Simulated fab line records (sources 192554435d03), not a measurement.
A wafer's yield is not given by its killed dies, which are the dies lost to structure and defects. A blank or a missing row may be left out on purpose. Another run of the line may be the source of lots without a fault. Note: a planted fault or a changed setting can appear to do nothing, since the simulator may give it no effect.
Matching of chambers / flow n5-finfet / 3 sister chambers for N5_PMOS_HMC_CHANNEL_EPI_HM_DEP_34 on pecvd-01
The step deposits SiO2 from TEOS/O2, target thk 36 nm, time 6.9 s. 20 wafers are shown with their chamber, then 10 later ones without.

WAFERS, EACH WITH ITS CHAMBER
wafer=L076.2; chamber=1; throttle-valve-pct (%)=19.7; showerhead-plenum-p-Torr (Torr)=8.28; heater-power-outer-w (W)=281
wafer=L076.4; chamber=2; throttle-valve-pct (%)=17.9; showerhead-plenum-p-Torr (Torr)=8.36; heater-power-outer-w (W)=303
wafer=L076.5; chamber=1; throttle-valve-pct (%)=19.8; showerhead-plenum-p-Torr (Torr)=8.24; heater-power-outer-w (W)=275
wafer=L079.3; chamber=0; throttle-valve-pct (%)=17.4; showerhead-plenum-p-Torr (Torr)=8.32; heater-power-outer-w (W)=253
wafer=L079.4; chamber=1; throttle-valve-pct (%)=19.5; showerhead-plenum-p-Torr (Torr)=8.24; heater-power-outer-w (W)=267
wafer=L079.5; chamber=0; throttle-valve-pct (%)=17.5; showerhead-plenum-p-Torr (Torr)=8.31; heater-power-outer-w (W)=253
wafer=L080.2; chamber=0; throttle-valve-pct (%)=17.5; showerhead-plenum-p-Torr (Torr)=8.31; heater-power-outer-w (W)=291
wafer=L080.3; chamber=2; throttle-valve-pct (%)=17.9; showerhead-plenum-p-Torr (Torr)=8.35; heater-power-outer-w (W)=381
wafer=L080.4; chamber=0; throttle-valve-pct (%)=17.5; showerhead-plenum-p-Torr (Torr)=8.33; heater-power-outer-w (W)=298
wafer=L083.2; chamber=2; throttle-valve-pct (%)=17.8; showerhead-plenum-p-Torr (Torr)=8.33; heater-power-outer-w (W)=368
wafer=L083.3; chamber=1; throttle-valve-pct (%)=19.6; showerhead-plenum-p-Torr (Torr)=8.26; heater-power-outer-w (W)=298
wafer=L083.4; chamber=1; throttle-valve-pct (%)=19.7; showerhead-plenum-p-Torr (Torr)=8.27; heater-power-outer-w (W)=300
wafer=L088.3; chamber=0; throttle-valve-pct (%)=17.8; showerhead-plenum-p-Torr (Torr)=8.34; heater-power-outer-w (W)=292
wafer=L088.5; chamber=2; throttle-valve-pct (%)=18.0; showerhead-plenum-p-Torr (Torr)=8.33; heater-power-outer-w (W)=303
wafer=L088.6; chamber=0; throttle-valve-pct (%)=17.7; showerhead-plenum-p-Torr (Torr)=8.33; heater-power-outer-w (W)=288
wafer=L091.1; chamber=0; throttle-valve-pct (%)=17.7; showerhead-plenum-p-Torr (Torr)=8.34; heater-power-outer-w (W)=242
wafer=L091.3; chamber=1; throttle-valve-pct (%)=19.4; showerhead-plenum-p-Torr (Torr)=8.27; heater-power-outer-w (W)=217
wafer=L091.5; chamber=2; throttle-valve-pct (%)=17.9; showerhead-plenum-p-Torr (Torr)=8.34; heater-power-outer-w (W)=297
wafer=L092.2; chamber=0; throttle-valve-pct (%)=17.7; showerhead-plenum-p-Torr (Torr)=8.34; heater-power-outer-w (W)=295
wafer=L092.4; chamber=0; throttle-valve-pct (%)=17.9; showerhead-plenum-p-Torr (Torr)=8.32; heater-power-outer-w (W)=291

SIGNATURES, as means of the wafers listed above
reading=throttle-valve-pct; chamber 0=17.633; chamber 1=19.617; chamber 2=17.900; scatter within a chamber=0.143
reading=showerhead-plenum-p-Torr; chamber 0=8.3267; chamber 1=8.2600; chamber 2=8.3420; scatter within a chamber=0.0139
reading=heater-power-outer-w; chamber 0=278.11; chamber 1=273.00; chamber 2=330.40; scatter within a chamber=29.8
Rule: a wafer's distance from a chamber is the root of the sum, over the readings, of the square of ((its reading less the chamber's mean) divided by the reading's scatter). The wafer belongs to the nearest chamber; if the next one is less than 2 further off, it can't be placed. The scatter: the root of (the sum of the squares of (reading less its chamber's mean) over the shown wafers, divided by (wafers less chambers)).

WAFERS MISSING THEIR CHAMBER
wafer=L092.5; throttle-valve-pct (%)=18.1; showerhead-plenum-p-Torr (Torr)=8.35; heater-power-outer-w (W)=318
wafer=L093.2; throttle-valve-pct (%)=17.8; showerhead-plenum-p-Torr (Torr)=8.34; heater-power-outer-w (W)=281
wafer=L093.3; throttle-valve-pct (%)=17.9; showerhead-plenum-p-Torr (Torr)=8.34; heater-power-outer-w (W)=323
wafer=L093.4; throttle-valve-pct (%)=17.9; showerhead-plenum-p-Torr (Torr)=8.35; heater-power-outer-w (W)=329
wafer=L094.2; throttle-valve-pct (%)=17.6; showerhead-plenum-p-Torr (Torr)=8.32; heater-power-outer-w (W)=201
wafer=L094.4; throttle-valve-pct (%)=19.6; showerhead-plenum-p-Torr (Torr)=8.24; heater-power-outer-w (W)=276
wafer=L094.5; throttle-valve-pct (%)=17.7; showerhead-plenum-p-Torr (Torr)=8.32; heater-power-outer-w (W)=194
wafer=L096.2; throttle-valve-pct (%)=19.8; showerhead-plenum-p-Torr (Torr)=8.25; heater-power-outer-w (W)=307
wafer=L096.3; throttle-valve-pct (%)=17.9; showerhead-plenum-p-Torr (Torr)=8.34; heater-power-outer-w (W)=225
wafer=L096.5; throttle-valve-pct (%)=18.0; showerhead-plenum-p-Torr (Torr)=8.33; heater-power-outer-w (W)=337

WHICH CHAMBER EACH ONE RAN IN
wafer=L092.5; from the rows above=2; in truth=2
wafer=L093.2; from the rows above=can't be placed: 0 or 2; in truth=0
wafer=L093.3; from the rows above=2; in truth=2
wafer=L093.4; from the rows above=2; in truth=2
wafer=L094.2; from the rows above=0; in truth=0
wafer=L094.4; from the rows above=1; in truth=1
wafer=L094.5; from the rows above=0; in truth=0
wafer=L096.2; from the rows above=1; in truth=1
wafer=L096.3; from the rows above=can't be placed: 0 or 2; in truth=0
wafer=L096.5; from the rows above=2; in truth=2
Correct placement for 8 of the 10. Can't be placed from these rows: 2 (the true chamber is among the candidates in 2). Wrongly placed: 0.
